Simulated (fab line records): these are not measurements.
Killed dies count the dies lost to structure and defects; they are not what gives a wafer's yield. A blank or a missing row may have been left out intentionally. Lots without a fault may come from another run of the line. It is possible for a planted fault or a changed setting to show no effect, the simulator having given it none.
fab line records	flow n5_finfet
record: lots: 6	wafers: 18	last_day: 17
route steps=1938 shown SDB@375 DUMMY_REMOVAL@377 HKMG_FIN@385 PASSIVATION@1936
lots that met no fault: from a run of the same line without faults
start_h: the number of hours between the record's first day and the start of the first shown wafer of the lot	wait_h: time in hours since the lot's previous step	" unchanged from the row above	L1.1+2: several wafers, shown together as one row	- either no value or no given start	* or withheld: withheld	< > ~ a bound
route shown NAME@n: NAME is a module with steps in the file, n the number in the route of the first one	usual: mean/standard deviation of fault-free wafers	same: alike in all rows	chamber/n: place in a boat	sites: the reading at each site	_std_site: the standard deviation of these	_edge_site: the outer-site mean with the inner-site mean subtracted	radius_mm: how far each site lies from the wafer's centre	mask NAME#n: copy n	behind: the last tool/chamber to shape the wafer	hold: reason for holding the lot/hours on hold/outcome of the hold	device: whichever transistor did not switch (one of n, p or np)	end of line: the tests these same wafers got at the end of their route	a step given without rows: its recipe and nothing more	killed: not the wafer's yield, but the dies lost to structure and defects at the first sort	map: a wafer's dies, x killed, . not, _ none there
set.NAME: the setting the step ran with; set.NAME@STEP: the setting that earlier step ran with	model.NAME: the simulator's own value behind a step, which no gauge read
a table for each step, a row for each wafer; lots at some steps of the route
services: from which hour (start_h, from the record's first day; less than 0 if before it) a tool's chamber was out of use, for how many hours, and why
== steps ==
step: N5_SDB_THK_MEAS_31
recipe: reads: a-Si_of_DUMMY_GATE_CVD_03
usual: SDB_THK: 64.4/1.3
lot.wafer	tool	chamber	start_h	wait_h	SDB_THK[nm]
L382.3	film_metro-01	-	94.99	-	63.5
L382.4	"	-	"	"	62.9
L382.5	"	-	"	"	63.1
L385.1	film_metro-01	-	111.96	-	64.4
L385.3	"	-	"	"	64.7
L385.5	"	-	"	"	65.2
L392.2	film_metro-01	-	152.26	-	65.2
L392.4	"	-	"	"	67.0
L392.5	"	-	"	"	66.6
L396.1	film_metro-01	-	179.30	-	62.3
L396.4	"	-	"	"	65.9
L396.6	"	-	"	"	65.2
L397.1	film_metro-01	-	184.07	-	63.9
L397.2	"	-	"	"	65.3
L397.4	"	-	"	"	64.1
L401.3	film_metro-01	-	206.80	-	65.8
L401.4	"	-	"	"	64.6
L401.5	"	-	"	"	63.9
step: N5_SDB_INSPECT_36
recipe: inspect_instrument: darkfield	mode: post_cmp
usual: raw_defect_count: 37/20
lot.wafer	tool	chamber	start_h	wait_h	raw_defect_count
L382.3	defect_inspect-02	-	95.01	0.0	72
L382.4	"	-	"	"	86
L382.5	"	-	"	"	84
L385.1	defect_inspect-01	-	111.98	0.0	44
L385.3	"	-	"	"	58
L385.5	"	-	"	"	71
L392.2	defect_inspect-02	-	152.28	0.0	17
L392.4	"	-	"	"	44
L392.5	"	-	"	"	36
L396.1	defect_inspect-02	-	179.33	0.0	59
L396.4	"	-	"	"	31
L396.6	"	-	"	"	46
L397.1	defect_inspect-01	-	184.11	0.0	30
L397.2	"	-	"	"	20
L397.4	"	-	"	"	21
L401.3	defect_inspect-02	-	206.83	0.0	33
L401.4	"	-	"	"	35
L401.5	"	-	"	"	51
step: N5_DUMMY_REMOVAL_HM_STRIP_01
recipe: chemistry: CH3F/O2	material: SiNx	target_depth_a: 40	stop_on: poly-Si	time_s: 6.8	over_etch_frac: 0.3	ion_energy_ev: 60	power_w: 410	bias_w: 29	Ar_flow_sccm: 150	CH3F_flow_sccm: 30	O2_flow_sccm: 20
usual: bias_w: 28.98/0.083	chamber_pressure_mTorr: 30.001/0.027	drypump_motor_current_A: 5.93/0.26	oes_product_au: 0.63/0.059	rf_vpp_V: 127.4/0.92	showerhead_plenum_p_Torr: 2.01/0.051	throttle_valve_pct: 16.30/0.23
lot.wafer	tool	chamber	start_h	wait_h	bias_w	chamber_pressure_mTorr	drypump_motor_current_A	oes_product_au	rf_hours_counter_h	rf_vpp_V	showerhead_plenum_p_Torr	throttle_valve_pct
L382.3	rie_diel-02	2	95.05	0.0	28.91	29.991	5.95	0.62	135	127.5	2.02	16.14
L382.4	"	3	"	"	29.05	29.996	6.15	0.56	-	126.8	1.98	16.36
L382.5	"	1	"	"	29.10	29.993	5.97	0.71	-	128.5	2.12	15.99
L385.1	rie_diel-03	3	112.02	0.0	28.87	30.020	5.80	0.59	204	127.5	2.05	16.15
L385.3	"	1	"	"	28.90	30.025	5.48	0.58	186	127.1	1.99	16.69
L385.5	"	0	"	"	29.06	29.964	5.73	0.61	-	125.3	1.92	16.37
L392.2	rie_diel-06	2	152.36	0.1	29.05	30.016	6.01	0.58	190	126.5	1.96	16.27
L392.4	"	0	"	"	29.02	30.027	5.77	0.59	165	127.4	2.07	16.36
L392.5	"	2	"	"	28.93	29.995	6.05	0.57	-	127.8	1.96	16.28
L396.1	rie_diel-03	0	179.36	0.0	28.91	29.985	5.76	0.61	165	126.6	1.92	16.39
L396.4	"	2	"	"	29.12	30.028	6.03	0.65	84	127.5	2.03	16.32
L396.6	"	3	"	"	28.96	30.019	5.82	0.57	-	128.5	2.04	16.18
L397.1	rie_diel-02	0	184.14	0.0	29.01	30.044	5.50	0.74	19	126.6	1.95	16.03
L397.2	"	2	"	"	28.91	29.968	5.96	0.60	167	128.1	2.01	16.22
L397.4	"	1	"	"	28.92	29.981	5.95	0.68	64	127.5	2.11	16.04
L401.3	rie_diel-06	2	206.94	0.1	29.16	30.022	6.03	0.57	206	128.1	1.95	16.31
L401.4	"	3	"	"	28.92	29.970	5.76	0.58	221	127.4	1.99	16.72
L401.5	"	0	"	"	29.03	29.958	5.78	0.59	-	128.6	2.06	16.39
step: N5_DUMMY_REMOVAL_STRIP_10
recipe: chemistry: N2/H2	time_s: 40	power_w: 100	temp_c: 40	pressure_mtorr: 100	rf_frequency_hz: 6e+07	bias_power_w: 3	n2_flow_sccm: 300	h2_flow_sccm: 300
usual: chamber_pressure_mTorr: 100.01/0.082	drypump_motor_current_A: 5.95/0.26	oes_product_au: 0.77/0.083	rf_vpp_V: 45.4/0.84	showerhead_plenum_p_Torr: 3.40/0.095	throttle_valve_pct: 12.16/0.27
lot.wafer	tool	chamber	start_h	wait_h	chamber_pressure_mTorr	drypump_motor_current_A	oes_product_au	rf_hours_counter_h	rf_vpp_V	showerhead_plenum_p_Torr	throttle_valve_pct
L382.3	rie_diel-02	2	95.08	0.0	100.06	5.99	0.76	135	45.8	3.39	12.10
L382.4	"	3	"	"	99.96	6.13	0.68	-	45.3	3.36	12.53
L382.5	"	1	"	"	100.07	5.98	0.88	-	44.9	3.57	11.75
L385.1	rie_diel-03	3	112.05	0.0	100.02	5.83	0.72	204	44.4	3.49	12.19
L385.3	"	1	"	"	100.11	5.49	0.72	186	45.9	3.35	12.51
L385.5	"	0	"	"	99.93	5.73	0.78	-	45.5	3.23	12.14
L392.2	rie_diel-06	2	152.40	0.0	99.92	6.08	0.71	190	45.5	3.31	12.09
L392.4	"	0	"	"	99.97	5.83	0.72	165	44.9	3.55	12.40
L392.5	"	2	"	"	100.09	6.06	0.71	-	45.0	3.31	12.08
L396.1	rie_diel-03	0	179.40	0.0	100.08	5.76	0.75	165	43.9	3.22	12.21
L396.4	"	2	"	"	100.10	6.07	0.81	84	45.7	3.43	12.23
L396.6	"	3	"	"	100.06	5.84	0.71	-	44.9	3.48	12.23
L397.1	rie_diel-02	0	184.18	0.0	100.05	5.52	0.93	19	46.5	3.30	11.81
L397.2	"	2	"	"	100.08	5.98	0.74	167	45.6	3.37	12.18
L397.4	"	1	"	"	99.91	5.99	0.83	64	44.3	3.55	11.84
L401.3	rie_diel-06	2	206.98	0.0	100.07	6.04	0.70	206	44.8	3.30	12.12
L401.4	"	3	"	"	99.89	5.79	0.71	221	45.4	3.34	12.51
L401.5	"	0	"	"	100.06	5.81	0.70	-	45.4	3.54	12.43
step: N5_DUMMY_REMOVAL_PRECLEAN_07
recipe: chemistry: dHF	time_s: 30	temp_c: 25	dilution: withheld
step: N5_DUMMY_REMOVAL_DUMMY_REMOVE_02
recipe: chemistry: TMAH	temp_c: 70	target: poly-Si	stop_on: SiO2	target_depth_nm: 142	conc_wt_pct: 5	time_s: 57	dry: ipa_marangoni	rinse_time_s: 30	rinse_temp_c: 23
step: N5_DUMMY_REMOVAL_INSPECT_06
recipe: inspect_instrument: brightfield	mode: aei
usual: raw_defect_count: 11/5
lot.wafer	tool	chamber	start_h	wait_h	raw_defect_count
L382.3	defect_inspect-02	-	95.24	0.0	23
L382.4	"	-	"	"	9
L382.5	"	-	"	"	15
L385.1	defect_inspect-01	-	112.21	0.0	9
L385.3	"	-	"	"	10
L385.5	"	-	"	"	10
L392.2	defect_inspect-01	-	152.56	0.0	12
L392.4	"	-	"	"	14
L392.5	"	-	"	"	9
L396.1	defect_inspect-01	-	179.56	0.0	17
L396.4	"	-	"	"	11
L396.6	"	-	"	"	7
L397.1	defect_inspect-02	-	184.34	0.0	11
L397.2	"	-	"	"	19
L397.4	"	-	"	"	20
L401.3	defect_inspect-01	-	207.14	0.0	13
L401.4	"	-	"	"	17
L401.5	"	-	"	"	14
step: N5_DUMMY_REMOVAL_PRECLEAN_08
recipe: chemistry: NF3:NH3	afs_cycles: 2	temp_c: 30	time_s: 20	sublimation_temp_c: 180	sublimation_time_s: 60	pressure_torr: 3	rf_power_w: 30
step: N5_DUMMY_REMOVAL_PRECLEAN_04
recipe: chemistry: DHF	time_s: 37	temp_c: 25	dilution: 500:1
step: N5_DUMMY_REMOVAL_SRD_05
recipe: dry: ipa_marangoni	do_ppb: 5	time_s: 30	temp_c: 23	rinse_liquid: diw
step: N5_HKMG_FIN_IL_REGROW_00
recipe: material: SiO2	target_thk_a: 7.5	chemistry: O3	temp_c: withheld	time_s: 30
step: N5_HKMG_FIN_HK_ALD_01
recipe: material: HfO2	target_thk_a: 16	temp_c: withheld	ald_precursor_family: HfCl4	ald_co_reactant: H2O	pulse_time_s: 3	purge_time_s: 3	co_reactant_purge_time_s: 2.5	co_reactant_pulse_time_s: 0.3	ald_cycles: 30
usual: precursor_pulse_height_rel: 0.999/0.019
same: co_reactant_purge_time_s: 2.5
lot.wafer	tool	chamber	start_h	wait_h	precursor_pulse_height_rel
L382.3	ald_hk-01	2	95.60	0.0	1.031
L382.4	"	1	"	"	0.980
L382.5	"	0	"	"	1.000
L385.1	ald_hk-01	2	112.57	0.0	0.991
L385.3	"	0	"	"	0.978
L385.5	"	1	"	"	0.960
L392.2	ald_hk-03	0	152.91	0.0	0.982
L392.4	"	2	"	"	1.002
L392.5	"	2	"	"	0.989
L396.1	ald_hk-03	2	179.91	0.0	0.982
L396.4	"	0	"	"	1.042
L396.6	"	0	"	"	1.033
L397.1	ald_hk-01	0	184.70	0.0	1.017
L397.2	"	3	"	"	0.975
L397.4	"	2	"	"	0.962
L401.3	ald_hk-03	1	207.53	0.0	1.002
L401.4	"	2	"	"	1.011
L401.5	"	0	"	"	1.015
step: N5_HKMG_FIN_HK_ANNEAL_02
recipe: temp_c: 700	time_s: 30	ambient: N2	idle_temp_c: 600	ramp_up_c_per_s: 150	ramp_down_c_per_s: 60	cool_to_c: 600
usual: lamp_power_pct: 8.79/0.052	lamp_zone_1_pct: 8.799/0.011	lamp_zone_2_pct: 8.796/0.012	lamp_zone_3_pct: 8.796/0.012	lamp_zone_4_pct: 8.795/0.011	lamp_zone_5_pct: 8.799/0.012	lamp_zone_6_pct: 8.727/0.011	lamp_zone_7_pct: 9.193/0.012	wafer_temp_C_max: 703.0/0.7
lot.wafer	tool	chamber	start_h	wait_h	lamp_power_pct	lamp_zone_1_pct	lamp_zone_2_pct	lamp_zone_3_pct	lamp_zone_4_pct	lamp_zone_5_pct	lamp_zone_6_pct	lamp_zone_7_pct	wafer_temp_C_max
L382.3	rtp_anneal-01	0	95.85	0.2	8.82	8.792	8.816	8.770	8.801	8.802	8.731	9.160	704.4
L382.4	"	0	"	"	8.75	8.799	8.828	8.781	8.798	8.789	8.737	9.168	703.4
L382.5	"	0	"	"	8.89	8.807	8.788	8.797	8.795	8.784	8.752	9.196	702.4
L385.1	rtp_anneal-02	0	112.76	0.1	8.85	8.804	8.790	8.810	8.798	8.801	8.742	9.179	703.4
L385.3	"	0	"	"	8.77	8.806	8.781	8.796	8.797	8.813	8.716	9.208	702.2
L385.5	"	0	"	"	8.77	8.807	8.816	8.788	8.777	8.795	8.714	9.180	702.3
L392.2	rtp_anneal-01	0	153.24	0.2	8.81	8.796	8.777	8.794	8.804	8.817	8.732	9.203	703.3
L392.4	"	0	"	"	8.79	8.815	8.797	8.811	8.794	8.797	8.712	9.197	702.1
L392.5	"	0	"	"	8.85	8.797	8.810	8.809	8.793	8.809	8.723	9.187	702.5
L396.1	rtp_anneal-01	0	180.20	0.2	9.27	9.326	9.327	9.316	9.311	9.323	9.234	9.724	702.5
L396.4	"	0	"	"	9.33	9.298	9.309	9.303	9.322	9.341	9.254	9.745	703.4
L396.6	"	0	"	"	9.27	9.338	9.324	9.300	9.313	9.317	9.232	9.726	703.0
L397.1	rtp_anneal-01	0	184.89	0.1	9.43	9.321	9.313	9.319	9.300	9.325	9.244	9.734	703.0
L397.2	"	0	"	"	9.37	9.314	9.319	9.291	9.306	9.283	9.233	9.727	704.3
L397.4	"	0	"	"	9.33	9.311	9.298	9.288	9.321	9.293	9.233	9.743	702.7
L401.3	rtp_anneal-02	0	207.83	0.2	8.78	8.810	8.802	8.800	8.794	8.805	8.733	9.216	705.0
L401.4	"	0	"	"	8.72	8.803	8.801	8.782	8.790	8.794	8.738	9.213	703.9
L401.5	"	0	"	"	8.67	8.803	8.808	8.787	8.783	8.830	8.726	9.183	702.9
step: N5_HKMG_FIN_ALD_74
recipe: material: La2O3	target_thk_a: 5	temp_c: 250	ald_precursor_family: La-Cp	ald_co_reactant: O3	pulse_time_s: 6	co_reactant_pulse_time_s: 1	purge_time_s: 3	co_reactant_purge_time_s: 3
usual: heater_power_w: 334/35	precursor_pulse_height_rel: 1.000/0.021
same: co_reactant_purge_time_s: 3
lot.wafer	tool	chamber	start_h	wait_h	heater_power_w	precursor_pulse_height_rel
L382.3	ald_hk-02	0	96.00	0.1	306	1.023
L382.4	"	3	"	"	281	1.010
L382.5	"	1	"	"	321	0.989
L385.1	ald_hk-02	2	112.97	0.2	334	1.016
L385.3	"	3	"	"	281	0.999
L385.5	"	1	"	"	324	1.003
L392.2	ald_hk-02	0	153.42	0.2	309	1.004
L392.4	"	1	"	"	324	1.005
L392.5	"	3	"	"	280	1.004
L396.1	ald_hk-02	3	180.42	0.2	286	1.009
L396.4	"	0	"	"	309	0.994
L396.6	"	3	"	"	268	0.990
L397.1	ald_hk-03	1	185.10	0.2	300	1.011
L397.2	"	3	"	"	364	0.982
L397.4	"	2	"	"	355	0.982
L401.3	ald_hk-01	0	207.99	0.1	331	0.995
L401.4	"	3	"	"	370	1.007
L401.5	"	1	"	"	397	0.985
step: N5_PASSIVATION_PROBE_49
usual: killed_at_M0_to_M3: 35/11	killed_at_M4_up: 13/5.7	killed_at_contacts: 12/5.7	killed_at_front_end: 40/11	killed_at_other: 4/4.4	killed_dies: 105/18	killed_open: 68/14	killed_short: 34/7.4
same: gross_dies: 1180	killed_at_back_side: 0
lot.wafer	tool	chamber	start_h	wait_h	killed_at_M0_to_M3	killed_at_M4_up	killed_at_contacts	killed_at_front_end	killed_at_other	killed_dies	killed_open	killed_short
L385.1	prober-01	-	313.13	0.0	43	8	21	45	1	118	80	33
L385.3	prober-01	-	313.23	0.1	34	13	5	55	2	109	69	36
L385.5	prober-01	-	313.33	0.2	34	19	8	34	1	96	52	38
L392.2	prober-02	-	356.22	0.1	66	24	13	22	3	128	84	43
L392.4	prober-02	-	356.32	0.2	43	12	14	33	2	104	68	33
L392.5	prober-02	-	356.37	0.2	32	11	12	27	5	87	58	29
L396.1	prober-01	-	383.10	0.0	23	16	18	27	1	85	60	24
L396.4	prober-01	-	383.25	0.2	24	17	8	74	0	123	79	34
L396.6	prober-01	-	383.35	0.3	18	15	12	37	2	84	52	30
killed by level:class
L385.1 MOL_CONTACT_COAG:geometric_particle:open=17 BEOL_M3:geometric_particle:open=11 FIN_SAQP:geometric_particle:open=10 BEOL_M0_SAQP:geometric_particle:short=10 GATE_CUT:geometric_particle:open=6 STI_FIN_REVEAL:geometric_particle:open=5 BEOL_M0_SAQP:geometric_particle:open=5 BEOL_M1:geometric_particle:open=5
L385.3 FIN_SAQP:geometric_particle:open=15 FIN_SAQP:geometric_particle:short=10 BEOL_M3:geometric_particle:open=9 STI_FIN_REVEAL:geometric_particle:open=7 BEOL_M0_SAQP:geometric_particle:open=6 BEOL_M0_SAQP:geometric_particle:short=6 STI_FIN_REVEAL:geometric_particle:short=5 DUMMY_GATE:geometric_particle:open=5
L385.5 FIN_SAQP:geometric_particle:short=17 BEOL_M3:geometric_particle:open=9 FIN_SAQP:geometric_particle:open=8 BEOL_M0_SAQP:geometric_particle:short=8 MOL_CONTACT_COAG:geometric_particle:open=7 BEOL_M2:geometric_particle:open=6 BEOL_M4:geometric_particle:open=6 GATE_CUT:geometric_particle:short=4
L392.2 BEOL_M0_SAQP:geometric_particle:short=13 BEOL_M0_SAQP:geometric_particle:open=11 BEOL_M1:geometric_particle:open=11 MOL_CONTACT_COAG:geometric_particle:open=10 BEOL_M3:geometric_particle:open=9 BEOL_M4:geometric_particle:open=8 STI_FIN_REVEAL:geometric_particle:open=7 BEOL_M3:geometric_particle:short=7
L392.4 BEOL_M0_SAQP:geometric_particle:short=12 FIN_SAQP:geometric_particle:open=11 MOL_CONTACT_COAG:geometric_particle:open=9 BEOL_M0_SAQP:geometric_particle:open=9 BEOL_M3:geometric_particle:open=7 BEOL_M1:geometric_particle:open=6 STI_FIN_REVEAL:geometric_particle:open=5 MOL_CONTACT_COAG:geometric_particle:short=4
L392.5 BEOL_M0_SAQP:geometric_particle:short=11 FIN_SAQP:geometric_particle:open=7 GATE_CUT:geometric_particle:open=6 MOL_CONTACT_COAG:geometric_particle:open=6 MOL_CONTACT_COAG:geometric_particle:short=6 BEOL_M0_SAQP:geometric_particle:open=5 BEOL_M2:geometric_particle:open=5 GATE_CUT:geometric_particle:short=4
L396.1 MOL_CONTACT_COAG:geometric_particle:open=15 FIN_SAQP:geometric_particle:short=6 BEOL_M2:geometric_particle:open=6 BEOL_M0_SAQP:geometric_particle:open=5 BEOL_M4:geometric_particle:open=5 BEOL_M0:geometric_particle:open=4 BEOL_M1:geometric_particle:open=4 STARTING-WAFER:geometric_particle:open=4
L396.4 FIN_SAQP:geometric_particle:open=33 FIN_SAQP:geometric_particle:short=14 FIN_CUT:area_etch=8 MOL_CONTACT_COAG:geometric_particle:open=7 BEOL_M4:geometric_particle:open=7 BEOL_M1:geometric_particle:open=6 BEOL_M0_SAQP:geometric_particle:short=5 BEOL_M2:geometric_particle:open=5
L396.6 FIN_SAQP:geometric_particle:open=9 MOL_CONTACT_COAG:geometric_particle:open=8 FIN_SAQP:geometric_particle:short=7 GATE_CUT:geometric_particle:short=5 BEOL_M0_SAQP:geometric_particle:open=5 BEOL_M2:geometric_particle:open=5 BEOL_M4:geometric_particle:open=5 MOL_CONTACT_COAG:geometric_particle:short=4
== services ==
tool	chamber	start_h	hours	kind
rie_diel-02	0	84.26	23.0	repair
ald_hk-03	-	111.07	8.7	pm
ald_hk-01	-	119.08	1.4	repair
rie_diel-02	0	119.54	-	clean
rie_diel-02	0	119.54	-	consumable_replace:focus_ring
rie_diel-02	0	119.54	13.2	scheduled_down
rie_diel-02	0	119.54	13.2	vent_cycle
rie_diel-02	3	133.06	-	clean
rie_diel-02	3	133.06	-	consumable_replace:focus_ring
rie_diel-02	3	133.06	21.0	scheduled_down
rie_diel-02	3	133.06	21.0	vent_cycle
rtp_anneal-02	-	175.38	5.5	pm
== key ==
first_sign: step: N5_HKMG_FIN_HK_ANNEAL_02	reading: lamp_zone_4_pct	direction: up	sigmas: 49	usual: *	struck: *
effect: step: N5_HKMG_FIN_HK_ANNEAL_02	reading: lamp_zone_1_pct	direction: up	sigmas: 47	usual: *	struck: *
met_at N5_HKMG_FIN_HK_ANNEAL_02
struck_wafers L396.1,L396.4,L396.6,L397.1,L397.2,L397.4
tester_left_out L396,L397
baseline_loss: step: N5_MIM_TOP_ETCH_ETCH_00	wafers: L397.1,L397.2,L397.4
onset_between 153.24 180.20
fault: kind: process_parameter_drift	tool: rtp_anneal-01	chamber: -	onset_h: 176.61	steps: N5_HKMG_FIN_HK_ANNEAL_02	channel: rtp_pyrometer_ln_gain	offset: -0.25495	shape: step	end_h: 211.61
tester_left_out: of these lots the tester's yield and bins aren't shown, on N5 and GAA mostly nor the transistor test; their killed dies are dies lost to structure and defects alone, not to doping, threshold or leakage, so they don't give the yield
baseline_loss: these wafers lose ten dies or more at that step, a loss of the line's own and not of a fault; the sort's usual values leave them out
